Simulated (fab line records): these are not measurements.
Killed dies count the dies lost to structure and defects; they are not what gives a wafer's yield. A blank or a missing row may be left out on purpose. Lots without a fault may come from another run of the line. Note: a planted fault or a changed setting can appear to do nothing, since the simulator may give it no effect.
Which tool is to blame?	flow nand_harc	72 wafers from 24 lots sampled at 6 of the route's 1302 steps

== WHAT EACH GAUGE READ, for each wafer ==
NHARC_P_BONDPAD_THK_MEAS_20: measures by xrf.
lot	measured	on	thk_nm (nm)
L074	day 6 18:04	film_metro-02	161.9 162.3 158.4
L075	day 7 05:28	film_metro-02	163.3 160.8 162.0
L076	day 7 17:25	film_metro-01	159.7 159.3 160.3
L077	day 7 20:17	film_metro-01	160.5 159.1 159.9
L079	day 8 19:59	film_metro-02	162.6 159.2 162.0
L078	day 8 21:31	film_metro-02	162.8 163.6 162.1
L080	day 9 16:20	film_metro-01	159.9 163.8 161.8
L081	day 10 00:50	film_metro-02	163.3 159.9 161.0
L082	day 10 01:39	film_metro-01	158.7 161.8 160.3
L083	day 10 12:49	film_metro-02	162.3 163.7 161.3
L084	day 10 21:01	film_metro-01	157.7 158.3 156.9
L086	day 11 12:03	film_metro-02	159.7 163.9 162.7
L085	day 11 17:25	film_metro-01	159.3 160.2 161.7
L087	day 12 09:34	film_metro-01	158.9 157.2 156.2
L089	day 12 19:16	film_metro-01	158.9 161.4 160.3
L088	day 12 20:41	film_metro-02	161.4 161.3 161.8
L090	day 13 16:11	film_metro-01	161.3 162.9 159.9
L091	day 13 17:38	film_metro-01	159.1 158.8 160.0
L092	day 14 05:10	film_metro-02	159.9 162.4 159.7
L093	day 14 12:38	film_metro-02	163.9 160.5 160.4
L094	day 15 09:29	film_metro-02	162.0 163.9 160.1
L095	day 15 11:05	film_metro-02	162.8 162.9 161.8
L096	day 16 01:36	film_metro-02	163.7 158.9 162.7
L097	day 16 10:43	film_metro-01	162.8 163.0 162.6

== WHAT TOOL EACH LOT RAN ON (gives the tool, then ch and the chambers of the sampled wafers, and finally the start) ==
lot	NHARC_P_M1_DESCUM_14	NHARC_P_M2_ETCH_35	NHARC_P_BONDPAD_PRE_CLEAN_26	NHARC_P_BONDPAD_ANNEAL_28	NHARC_P_BONDPAD_CMP_19
L074	rie_diel-07 ch 1,2,3, day 6 06:59	rie_diel-01 ch 0,1, day 6 11:12	pvd_sputter-02, day 6 17:27 or earlier	rtp_anneal-02 ch 0, day 6 17:27	cmp-03 ch 0,3, day 6 17:44
L075	rie_diel-07 ch 0,1,3, day 6 17:29	rie_diel-01 ch 0,1,2, day 6 22:15	pvd_sputter-01, day 7 04:47 or earlier	rtp_anneal-02 ch 0, day 7 04:47	cmp-03 ch 0,2,3, day 7 05:10
L076	rie_diel-08 ch 1,2,3, day 7 06:21	rie_diel-04 ch 0,1,3, day 7 10:29	pvd_sputter-03, day 7 16:45 or earlier	rtp_anneal-01 ch 0, day 7 16:45	cmp-02 ch 0,1,3, day 7 17:05
L077	rie_diel-08 ch 0,3, day 7 09:10	rie_diel-01 ch 1,2,3, day 7 13:19	pvd_sputter-01, day 7 19:38 or earlier	rtp_anneal-01 ch 0, day 7 19:38	cmp-02 ch 0,1,2, day 7 20:00
L079	rie_diel-07 ch 0,1, day 8 08:17	rie_diel-01 ch 0,1, day 8 13:17	pvd_sputter-03, day 8 19:22 or earlier	rtp_anneal-02 ch 0, day 8 19:22	cmp-03 ch 1,2,3, day 8 19:43
L078	rie_diel-07 ch 2,3, day 8 10:20	rie_diel-09 ch 0,2,3, day 8 14:40	pvd_sputter-03, day 8 20:51 or earlier	rtp_anneal-02 ch 0, day 8 20:51	cmp-03 ch 2,3, day 8 21:14
L080	rie_diel-11 ch 0,1, day 9 02:20	rie_diel-04 ch 1,2,3, day 9 09:37	pvd_sputter-03, day 9 15:41 or earlier	rtp_anneal-02 ch 0, day 9 15:41	cmp-02 ch 0,2,3, day 9 16:01
L081	rie_diel-07 ch 0,1,3, day 9 13:51	rie_diel-09 ch 0,1,3, day 9 18:03	pvd_sputter-03, day 10 00:10 or earlier	rtp_anneal-02 ch 0, day 10 00:10	cmp-01 ch 1,2,3, day 10 00:31
L082	rie_diel-11 ch 0,2,3, day 9 14:41	rie_diel-09 ch 0,1,3, day 9 18:49	pvd_sputter-02, day 10 01:02 or earlier	rtp_anneal-01 ch 0, day 10 01:02	cmp-01 ch 0,2, day 10 01:19
L083	rie_diel-07 ch 0,1,3, day 10 01:05	rie_diel-09 ch 0,1, day 10 05:24	pvd_sputter-02, day 10 12:11 or earlier	rtp_anneal-01 ch 0, day 10 12:11	cmp-03 ch 2,3, day 10 12:29
L084	rie_diel-08 ch 0,1,3, day 10 09:47	rie_diel-01 ch 2,3, day 10 14:07	pvd_sputter-02, day 10 20:22 or earlier	rtp_anneal-02 ch 0, day 10 20:22	cmp-02 ch 1,3, day 10 20:44
L086	rie_diel-07 ch 0,1,3, day 11 00:11	rie_diel-01 ch 0,1,2, day 11 04:29	pvd_sputter-03, day 11 11:32 or earlier	rtp_anneal-02 ch 0, day 11 11:32	cmp-03 ch 0,1, day 11 11:45
L085	rie_diel-08 ch 1,2,3, day 11 06:17	rie_diel-09 ch 0,1,2, day 11 10:36	pvd_sputter-03, day 11 16:45 or earlier	rtp_anneal-01 ch 0, day 11 16:45	cmp-03 ch 1,3, day 11 17:06
L087	rie_diel-07 ch 0,1, day 11 22:08	rie_diel-04 ch 0,2, day 12 02:30	pvd_sputter-01, day 12 08:53 or earlier	rtp_anneal-02 ch 0, day 12 08:53	cmp-02 ch 0,1, day 12 09:14
L089	rie_diel-08 ch 0,1,2, day 12 07:55	rie_diel-09 ch 1,2,3, day 12 12:08	pvd_sputter-03, day 12 18:42 or earlier	rtp_anneal-01 ch 0, day 12 18:42	cmp-02 ch 0,2,3, day 12 19:00
L088	rie_diel-08 ch 0,1, day 12 09:02	rie_diel-09 ch 0,1,3, day 12 13:59	pvd_sputter-03, day 12 20:01 or earlier	rtp_anneal-02 ch 0, day 12 20:01	cmp-03 ch 1,3, day 12 20:23
L090	rie_diel-07 ch 0,2, day 13 05:01	rie_diel-09 ch 2,3, day 13 09:20	pvd_sputter-02, day 13 15:31 or earlier	rtp_anneal-02 ch 0, day 13 15:31	cmp-03 ch 0,1,2, day 13 15:52
L091	rie_diel-08 ch 0,2,3, day 13 06:23	rie_diel-04 ch 0,1,3, day 13 10:46	pvd_sputter-03, day 13 16:58 or earlier	rtp_anneal-01 ch 0, day 13 16:58	cmp-01 ch 1,2, day 13 17:20
L092	rie_diel-08 ch 0,2, day 13 17:37	rie_diel-09 ch 0,1,3, day 13 21:51	pvd_sputter-02, day 14 04:36 or earlier	rtp_anneal-01 ch 0, day 14 04:36	cmp-03 ch 0,1, day 14 04:50
L093	rie_diel-08 ch 0,1,3, day 14 01:25	rie_diel-01 ch 0,2, day 14 05:41	pvd_sputter-02, day 14 11:58 or earlier	rtp_anneal-01 ch 0, day 14 11:58	cmp-01 ch 0,1,2, day 14 12:22
L094	rie_diel-07 ch 0,1,3, day 14 22:07	rie_diel-09 ch 0,1,2, day 15 02:21	pvd_sputter-02, day 15 08:50 or earlier	rtp_anneal-01 ch 0, day 15 08:50	cmp-02 ch 0,2,3, day 15 09:10
L095	rie_diel-07 ch 0,2,3, day 14 23:54	rie_diel-09 ch 0,3, day 15 04:10	pvd_sputter-03, day 15 10:25 or earlier	rtp_anneal-02 ch 0, day 15 10:25	cmp-03 ch 0,3, day 15 10:47
L096	rie_diel-07 ch 1,3, day 15 14:20	rie_diel-01 ch 0,1,2, day 15 18:37	pvd_sputter-01, day 16 00:59 or earlier	rtp_anneal-01 ch 0, day 16 00:59	cmp-02 ch 0,2,3, day 16 01:17
L097	rie_diel-07 ch 0,1,3, day 15 23:35	rie_diel-09 ch 1,2, day 16 03:48	pvd_sputter-02, day 16 10:05 or earlier	rtp_anneal-01 ch 0, day 16 10:05	cmp-02 ch 0,2, day 16 10:25
- NHARC_P_M1_DESCUM_14: chemistry O2, time 3 s.
- NHARC_P_M2_ETCH_35: etches the open film in N2/H2, target depth 40 nm, overetch 12 nm, time 43.94 s.
- NHARC_P_BONDPAD_PRE_CLEAN_26: time 30 s.
- NHARC_P_BONDPAD_ANNEAL_28: time 90 s.
- NHARC_P_BONDPAD_CMP_19: polishes, t overpolish 30 s, cu recess touch 16 s, target thk 160.81 nm.

== WHAT THE TOOLS THEMSELVES READ (means of the sampled wafers that have a number; where no wafer has one, the mark that the record gives instead) ==
NHARC_P_M1_DESCUM_14.
lot	tool	drypump_motor_current_A (A)	oes_product_au (a.u.)	rf_vpp_V (V)	showerhead_plenum_p_Torr (Torr)	throttle_valve_pct (%)
L074	rie_diel-07	5.8	1.001	57.4	1.93	11.312
L075	rie_diel-07	5.7	0.997	57.4	1.89	11.313
L076	rie_diel-08	5.8	1.005	57.4	1.91	11.311
L077	rie_diel-08	5.9	0.990	58.0	1.86	11.305
L079	rie_diel-07	5.7	1.000	57.6	1.89	11.305
L078	rie_diel-07	5.4	1.004	57.4	1.83	11.316
L080	rie_diel-11	5.7	1.004	57.9	1.90	11.304
L081	rie_diel-07	5.7	0.994	57.8	1.88	11.307
L082	rie_diel-11	6.0	0.998	57.5	1.85	11.313
L083	rie_diel-07	5.7	1.000	57.1	1.88	11.313
L084	rie_diel-08	5.5	0.995	57.5	1.94	11.319
L086	rie_diel-07	5.7	0.989	57.3	1.88	11.314
L085	rie_diel-08	5.8	0.998	57.2	1.91	11.312
L087	rie_diel-07	5.8	1.006	57.9	1.89	11.319
L089	rie_diel-08	5.7	0.999	57.7	1.98	11.311
L088	rie_diel-08	5.4	1.002	58.4	2.02	11.307
L090	rie_diel-07	5.5	1.002	57.2	1.85	11.319
L091	rie_diel-08	6.1	0.992	57.8	1.90	11.315
L092	rie_diel-08	6.2	0.991	57.6	1.94	11.320
L093	rie_diel-08	5.5	1.002	58.7	1.94	11.310
L094	rie_diel-07	5.7	0.992	57.5	1.88	11.312
L095	rie_diel-07	5.4	0.993	57.2	1.84	11.311
L096	rie_diel-07	5.6	1.000	57.2	1.87	11.300
L097	rie_diel-07	5.7	0.990	57.0	1.88	11.310

NHARC_P_M2_ETCH_35.
lot	tool	drypump_motor_current_A (A)	n2_flow_sccm (sccm)	oes_product_au (a.u.)	rf_vpp_V (V)	showerhead_plenum_p_Torr (Torr)	throttle_valve_pct (%)
L074	rie_diel-01	5.8	150.3	0.992	429.3	1.99	14.168
L075	rie_diel-01	5.7	150.0	0.997	430.4	2.01	14.167
L076	rie_diel-04	5.6	150.3	1.006	429.6	2.01	14.174
L077	rie_diel-01	6.0	149.6	1.001	431.8	2.08	14.169
L079	rie_diel-01	5.8	149.9	1.011	429.2	1.99	14.168
L078	rie_diel-09	5.5	149.9	1.000	429.4	2.02	14.163
L080	rie_diel-04	5.4	150.2	0.992	428.0	1.94	14.181
L081	rie_diel-09	5.5	149.7	0.983	429.8	2.01	14.172
L082	rie_diel-09	5.4	150.5	0.990	429.4	2.01	14.170
L083	rie_diel-09	5.5	149.8	0.987	430.4	2.05	14.181
L084	rie_diel-01	5.8	149.9	1.012	430.3	2.05	14.178
L086	rie_diel-01	5.7	149.9	1.003	429.6	2.01	14.172
L085	rie_diel-09	5.3	149.6	1.000	429.0	1.99	14.168
L087	rie_diel-04	5.7	149.9	1.010	431.8	2.08	14.166
L089	rie_diel-09	5.2	150.1	1.007	427.0	1.95	14.169
L088	rie_diel-09	5.5	150.1	0.990	430.4	2.01	14.174
L090	rie_diel-09	5.3	149.7	0.993	428.5	1.96	14.170
L091	rie_diel-04	5.6	150.0	0.995	430.0	2.01	14.164
L092	rie_diel-09	5.5	150.0	0.994	430.0	2.01	14.174
L093	rie_diel-01	5.6	150.2	0.997	428.9	1.96	14.171
L094	rie_diel-09	5.2	150.1	1.007	429.5	1.99	14.169
L095	rie_diel-09	5.7	150.0	0.998	429.8	2.03	14.184
L096	rie_diel-01	5.7	149.7	1.008	429.6	2.01	14.179
L097	rie_diel-09	4.9	150.2	1.005	426.6	1.93	14.159

NHARC_P_BONDPAD_PRE_CLEAN_26.
lot	tool	heater_power_w (W)
L074	pvd_sputter-02	463
L075	pvd_sputter-01	364
L076	pvd_sputter-03	453
L077	pvd_sputter-01	351
L079	pvd_sputter-03	462
L078	pvd_sputter-03	426
L080	pvd_sputter-03	454
L081	pvd_sputter-03	416
L082	pvd_sputter-02	416
L083	pvd_sputter-02	461
L084	pvd_sputter-02	419
L086	pvd_sputter-03	424
L085	pvd_sputter-03	437
L087	pvd_sputter-01	358
L089	pvd_sputter-03	460
L088	pvd_sputter-03	468
L090	pvd_sputter-02	406
L091	pvd_sputter-03	446
L092	pvd_sputter-02	452
L093	pvd_sputter-02	399
L094	pvd_sputter-02	405
L095	pvd_sputter-03	460
L096	pvd_sputter-01	375
L097	pvd_sputter-02	447

NHARC_P_BONDPAD_ANNEAL_28.
lot	tool	wafer_temp_C_max
L074	rtp_anneal-02	225.95
L075	rtp_anneal-02	225.82
L076	rtp_anneal-01	225.89
L077	rtp_anneal-01	226.18
L079	rtp_anneal-02	225.96
L078	rtp_anneal-02	225.93
L080	rtp_anneal-02	226.07
L081	rtp_anneal-02	225.90
L082	rtp_anneal-01	226.23
L083	rtp_anneal-01	226.20
L084	rtp_anneal-02	225.60
L086	rtp_anneal-02	225.67
L085	rtp_anneal-01	226.08
L087	rtp_anneal-02	225.76
L089	rtp_anneal-01	225.63
L088	rtp_anneal-02	225.92
L090	rtp_anneal-02	225.82
L091	rtp_anneal-01	226.09
L092	rtp_anneal-01	226.06
L093	rtp_anneal-01	225.94
L094	rtp_anneal-01	226.23
L095	rtp_anneal-02	226.11
L096	rtp_anneal-01	225.99
L097	rtp_anneal-01	225.68

NHARC_P_BONDPAD_CMP_19.
lot	tool	motor_current_A (A)	overpolish_run_s (s)	retaining_ring_pressure_frac	slurry_filter_dp_kPa (kPa)
L074	cmp-03	11.8	30.007	1.006	13.48
L075	cmp-03	11.3	30.001	0.997	13.54
L076	cmp-02	12.4	30.006	1.003	13.63
L077	cmp-02	12.4	29.999	0.997	13.47
L079	cmp-03	11.1	30.004	0.996	13.51
L078	cmp-03	11.0	29.997	1.005	13.66
L080	cmp-02	11.8	30.008	0.998	13.54
L081	cmp-01	11.5	30.003	0.997	13.73
L082	cmp-01	10.6	30.003	1.003	13.51
L083	cmp-03	11.5	29.993	1.000	13.49
L084	cmp-02	12.4	30.006	0.999	13.40
L086	cmp-03	10.6	30.004	0.996	13.53
L085	cmp-03	11.1	29.997	0.997	13.56
L087	cmp-02	13.3	30.007	1.000	13.55
L089	cmp-02	12.0	29.998	1.001	13.51
L088	cmp-03	11.3	29.998	1.001	13.51
L090	cmp-03	11.0	29.999	0.999	13.46
L091	cmp-01	12.6	30.001	0.992	13.62
L092	cmp-03	10.3	30.001	1.000	13.55
L093	cmp-01	11.2	30.001	1.004	13.49
L094	cmp-02	12.1	30.004	1.000	13.56
L095	cmp-03	11.8	29.998	0.996	13.62
L096	cmp-02	11.7	29.999	0.999	13.58
L097	cmp-02	11.9	29.997	1.002	13.43

== THE ANSWER, worked out from the rows above alone ==
Rule: usual is defined by the lots themselves. The widest of any qualifying gaps counts: lots, ordered by their means at a reading, are off when they make up no more than a third of the lots, leave a main group of 4 or more, and stand apart from it by 3 or more times the standard deviation of that group's means. A main group is skipped when, at the precision printed for the reading in the tables above, its means are all equal. Also off: a lot with no number at a reading for which 4 or more lots have one. Where the step has rows for the other lots, those lots are counted as sound. After the gauges, taken in route order, come the tools' own readings; for these a lot's mean is taken, as printed above. The first step at which some lot is off is used, and at that step the reading that is off furthest; a lot without a number counts as furthest.
No lot is off at any reading shown: from this, nothing can be told.

== WHAT WAS PUT IN BY THE SIMULATOR ==
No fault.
